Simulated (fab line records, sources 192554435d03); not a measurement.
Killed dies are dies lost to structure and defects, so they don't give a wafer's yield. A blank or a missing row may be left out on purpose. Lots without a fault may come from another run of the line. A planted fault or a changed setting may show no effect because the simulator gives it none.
A struck lot beside a sound one | flow n5_finfet | 37 steps out of a route of 1938
Sound: wafers L433.4, L433.5, L433.6. Struck: wafer L426.3. (L426.1, L426.5 of the same lot were not struck and are left out.) The cause comes at the end.
At each step with rows: each side's tool, then ch and its chambers, then its first start. Under that, the readings that differ: sound wafers | struck wafers | difference of the means | sigmas: that difference in standard deviations of wafers without a fault.
alike: readings whose means differ by less than 2 such deviations, and words and numbers that are the same on both sides. not compared: withheld readings, readings that some wafer has no value for, bounds like >300 that may hide the same value, and numbers for which the record gives no deviation and whose values overlap.
The two part at a step that has a row with sigmas, a row that says differs or no value, or rows on one side only. Numbers that don't overlap but have no deviation are shown without sigmas and don't part them. A reading that every wafer of one side lacks parts them only if that side has two wafers or more.

first, 9 steps without rows for these wafers: N5_BEOL_M11_ALD_74 (deposits TaN, target thk 2 nm, pulse time 2 s, purge time 3 s); N5_BEOL_M11_SURFACE_TREAT_76; N5_BEOL_M11_CVD_75 (deposits Co from CCTBA/H2, target thk 2 nm, time 138.9 s); N5_BEOL_M11_SPUTTER_48 (material Cu, target thk 12 nm, time 2 s); N5_BEOL_M11_ECD_50 (material Cu, target thk 318 nm); N5_BEOL_M11_ANNEAL_51 (time 90 s); N5_BEOL_M11_CMP_52 (polishes, stops on SiCOH lowk, t overpolish 7 s, target thk 140 nm); N5_BEOL_M11_PRE_CLEAN_55 (time 15 s); N5_BEOL_M11_DEP_56 (deposits SiCN from 3MS/NH3, target thk 30 nm, time 10.5 s).
N5_BEOL_M12_ILD_DEP_00: deposits SiOC from DEMS/O2, target thk 658.92 nm, time 130.7 s.
  sound on pecvd-03 ch 0,1,2, day 16 09:03; struck on pecvd-04 ch 2, day 14 16:37
  reading                                       | sound             | struck | difference                   | sigmas
  run_length_s (s)                              | 174.7 176.2 175.9 | 148.3  | -27.3                        | -51
  since_wet_clean_h (h)                         | - - -             | 641    | no value on the sound wafers |
  model.SiOC_of_BEOL_M12_ILD_DEP_00.thk_nm (nm) | 663.6 669.2 666.4 | 512.2  | -154.2                       |
  alike: heater_power_w, showerhead_plenum_p_Torr, throttle_valve_pct
N5_BEOL_M12_THK_MEAS_01:
  sound on film_metro-02, day 16 09:08; struck on film_metro-02, day 14 16:45
  reading          | sound       | struck | difference | sigmas
  M12_ILD_THK (nm) | 664 669 666 | 512    | -154       | -17
then, 10 steps without rows for these wafers: N5_BEOL_M12_COAT_58 (time 60 s, resist thk 89 nm); N5_BEOL_M12_COAT_04 (resist thk 400 nm); N5_BEOL_M12_EBR_06; N5_BEOL_M12_SOFTBAKE_05 (time 60 s); N5_BEOL_M12_EXPOSE_07 (exposes mask V11); N5_BEOL_M12_PEB_08 (peb time 90 s); N5_BEOL_M12_DEVELOP_09 (develop time 45 s); N5_BEOL_M12_HARDBAKE_14 (time 120 s); N5_BEOL_M12_DESCUM_15 (chemistry O2, time 7.9 s); N5_BEOL_M12_ETCH_59 (etches BARC in N2/H2, target depth 89 nm, overetch 26.7 nm, time 67.9 s).
N5_BEOL_M12_VIA_ETCH_16: etches SiOC in C4F8/O2/Ar, target depth 724.8 nm.
  sound on rie_diel-04 ch 0,1,2, day 16 09:44; struck on rie_diel-04 ch 0, day 14 17:14
  reading                                    | sound             | struck | difference | sigmas
  model.etch.depth_nm (nm)                   | 663.6 669.1 666.4 | 512.3  | -154.1     |
  model.coat_of_BEOL_M12_COAT_04.thk_nm (nm) | 116.2 119 122     | 164.2  | +45.1      |
  alike: bias_w, drypump_motor_current_A, oes_product_au, rf_vpp_V, showerhead_plenum_p_Torr, throttle_valve_pct
N5_BEOL_M12_STRIP_63: strips in N2/H2.
  sound on plasma_asher-01 ch 0,1, day 16 09:58; struck on plasma_asher-02 ch 0, day 14 17:25
  reading                      | sound             | struck | difference | sigmas
  oes_product_au (a.u.)        | 0.691 0.693 0.684 | 0.708  | +0.019     | +4
  strip_time_to_endpoint_s (s) | 40.6 41.4 42.2    | 53.4   | +12.0      | +11
  alike: drypump_motor_current_A, heater_power_w
  not compared: rf_hours_counter_h
then, 12 steps without rows for these wafers: N5_BEOL_M12_STRIP_64 (strips in N2/H2); N5_BEOL_M12_STRIP_71 (strips in post etch residue remover, time 60 s); N5_BEOL_M12_SRD_72 (time 30 s, dry time 30 s); N5_BEOL_M12_COAT_65 (time 60 s, resist thk 300 nm); N5_BEOL_M12_COAT_66 (time 60 s, resist thk 110 nm); N5_BEOL_M12_COAT_22 (resist thk 300 nm); N5_BEOL_M12_EBR_24; N5_BEOL_M12_SOFTBAKE_23 (time 60 s); N5_BEOL_M12_EXPOSE_25 (exposes mask M12); N5_BEOL_M12_PEB_26 (peb time 90 s); N5_BEOL_M12_DEVELOP_27 (develop time 45 s); N5_BEOL_M12_HARDBAKE_32 (time 120 s).
N5_BEOL_M12_CMP_49: polishes, stops on SiOC, t overpolish 20.6 s, target thk 320 nm.
  sound on cmp-04 ch 1,2,3, day 16 12:46; struck on cmp-02 ch 1, day 14 23:06
  reading                                       | sound           | struck | difference | sigmas
  model.SiOC_of_BEOL_M12_ILD_DEP_00.thk_nm (nm) | 600.6 607.6 607 | 455.6  | -149.5     |
  alike: motor_current_A, retaining_ring_pressure_frac
N5_PASSIVATION_PROBE_49:
  the record has rows for the struck wafers here (prober-01, day 16 13:24) and none for the sound ones

WHERE THEY PART
First at N5_BEOL_M12_ILD_DEP_00; last, within this record, at N5_PASSIVATION_PROBE_49.

WHY: what the simulator had put in
Process parameter drift: pecvd-04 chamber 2, from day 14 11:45 on, at N5_BEOL_M12_ILD_DEP_00. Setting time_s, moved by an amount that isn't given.
